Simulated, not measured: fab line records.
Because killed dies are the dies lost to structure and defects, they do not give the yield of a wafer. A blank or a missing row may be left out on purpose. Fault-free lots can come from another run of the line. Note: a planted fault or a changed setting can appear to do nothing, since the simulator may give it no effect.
Comparing a struck lot with a sound one / flow n5 finfet / 29 steps out of a route of 1938
Sound: the wafers L831.1, L831.3, L831.5. Struck: wafers L826.2, L826.6. At the end, the cause is stated.
Order at every step that has rows: each side's tool, ch and its chambers, its first start. Under that, the readings that differ: sound wafers / struck wafers / difference of the means / sigmas: that difference in standard deviations of wafers without a fault.
alike: same words and numbers on both sides, and readings whose means sit less than 2 such deviations apart. not compared: any withheld reading, any reading some wafer has no value for, any bound like >300 that may hide the same value, and any number with overlapping values for which the record gives no deviation.
Wherever a step has rows on one side only, a row that says differs or no value, or a row with sigmas, the two part there. Numbers that don't overlap but have no deviation are shown without sigmas and don't part them. A reading that every wafer of one side lacks parts them only if that side has two wafers or more.

N5_STI_FIN_REVEAL_ALD_14: deposits Si3N4, target thk 3 nm.
  sound on ald sin-04 ch 1,2, day 6 05:47; struck on ald sin-02 ch 1, day 5 00:11
reading=heater power outer w (W); sound=535 597 539; struck=346 353; difference=-208; sigmas=-3
reading=heater power w (W); sound=830 934 842; struck=575 587; difference=-288; sigmas=-3
  alike: susceptor temp C
then, 2 steps without rows for these wafers: N5_STI_FIN_REVEAL_FCVD_FILL_01 (material SiO2 flowable, target thk 312 nm, time 512.2 s); N5_STI_FIN_REVEAL_DENSIFY_02 (time 1800 s).
N5_STI_FIN_REVEAL_CMP_04: polishes, stops on Si3N4, t overpolish 4 s, target thk 131.83 nm.
  sound on cmp-03 ch 0,1,2, day 6 10:55; struck on cmp-03 ch 0,3, day 5 05:14
  alike: motor current A, overpolish run s, time to endpoint s
N5_STI_FIN_REVEAL_THK_MEAS_05:
  struck on film metro-02, day 5 05:31; sound on film metro-02, day 6 11:08
  alike: thk nm
next, for these wafers, 1 step has no rows: N5_STI_FIN_REVEAL_DENSIFY_30.
N5_STI_FIN_REVEAL_ETCHBACK_08: etches SiO2 in C4F6/O2, target depth 30.5 nm, time 10.167 s.
  sound on rie diel-03 ch 1,2,3, day 6 11:32; struck on rie diel-02 ch 1,2, day 5 05:46
  alike: bias w, drypump motor current A, oes_f_703_au, oes product au, rf vpp V, showerhead plenum p Torr, throttle valve pct
  not compared: rf hours counter h
N5_STI_FIN_REVEAL_STRIP_24: strips in N2/H2, time 90 s.
  sound on rie diel-03 ch 1,2,3, day 6 11:34; struck on rie diel-02 ch 1,2, day 5 05:49
reading=rf vpp V (V); sound=44.4 43.9 45.3; struck=46.0 46.6; difference=+1.8; sigmas=+2
  alike: drypump motor current A, oes product au, showerhead plenum p Torr, throttle valve pct
  not compared: rf hours counter h
then, 4 steps without rows for these wafers: N5_STI_FIN_REVEAL_PRECLEAN_25 (cleans in SPM, time 90 s); N5_STI_FIN_REVEAL_PRECLEAN_26 (cleans in SC1, time 45 s); N5_STI_FIN_REVEAL_PRECLEAN_29 (cleans in DHF, time 30 s); N5_STI_FIN_REVEAL_SRD_12 (time 30 s).
N5_STI_FIN_REVEAL_RECESS_09: chemistry HF/NH3, target SiO2, afs cycles 11, target depth 42.5 nm, sublimation time 60 s.
  sound on vapor etch-01 ch 1, day 6 11:47; struck on vapor etch-02 ch 1, day 5 06:01
  alike: drypump motor current A, foreline p Torr
then, 2 steps without rows for these wafers: N5_STI_FIN_REVEAL_STRIP_16 (strips SiNx in H3PO4, target depth 23.8 nm); N5_STI_FIN_REVEAL_PRECLEAN_17 (cleans in NF3:NH3, afs cycles 1, time 20 s, sublimation time 60 s).
N5_STI_FIN_REVEAL_ETCH_34: etches Si in H2, material Si, target depth 0.97 nm.
  sound on rie si-02 ch 1,2, day 6 13:53; struck on rie si-02 ch 0,1, day 5 08:07
  alike: drypump motor current A, oes product au, throttle valve pct
  not compared: rf hours counter h
then, 7 steps without rows for these wafers: N5_STI_FIN_REVEAL_OXIDATION_31 (chemistry O2 PLASMA REMOTE, time 20 s); N5_STI_FIN_REVEAL_PRECLEAN_32 (cleans in NF3:NH3, afs cycles 1, time 20 s, sublimation time 60 s); N5_STI_FIN_REVEAL_STRIP_35 (strips Si3N4 in H3PO4, target depth 4 nm, time 39 s); N5_STI_FIN_REVEAL_SRD_21 (time 30 s); N5_STI_FIN_REVEAL_OXIDATION_33 (chemistry O2 PLASMA REMOTE, time 20 s); N5_STI_FIN_REVEAL_CLEAN_19 (cleans in O3/DIW, time 120 s); N5_STI_FIN_REVEAL_SRD_23 (time 30 s).
N5_STI_FIN_REVEAL_CD_MEAS_22: target cd 6.238 nm, pitch 28 nm.
  struck on cd sem-01, day 5 08:43; sound on cd sem-01, day 6 14:28
  alike: cd nm
N5_STI_FIN_REVEAL_FIN_H_MEAS_10:
  struck on ocd-02, day 5 08:44; sound on ocd-01, day 6 14:30
  alike: trench depth nm
then, 2 steps without rows for these wafers: N5_STI_FIN_REVEAL_PRECLEAN_18 (cleans in SC2, time 45 s); N5_STI_FIN_REVEAL_SRD_28 (time 30 s).
N5_STI_FIN_REVEAL_INSPECT_13: inspects for defects (darkfield).
  struck on defect inspect-02, day 5 08:50; sound on defect inspect-01, day 6 14:35
reading=raw defect count; sound=12 5 10; struck=608 598; difference=+594; sigmas=+99 or more
then, 1 step without rows for these wafers: N5_DUMMY_GATE_PRECLEAN_00 (cleans in O3/DIW, time 60 s).

## WHERE THEY PART
Earliest at N5_STI_FIN_REVEAL_ALD_14; latest, in this record, at N5_STI_FIN_REVEAL_INSPECT_13.

WHY: the cause the simulator had injected
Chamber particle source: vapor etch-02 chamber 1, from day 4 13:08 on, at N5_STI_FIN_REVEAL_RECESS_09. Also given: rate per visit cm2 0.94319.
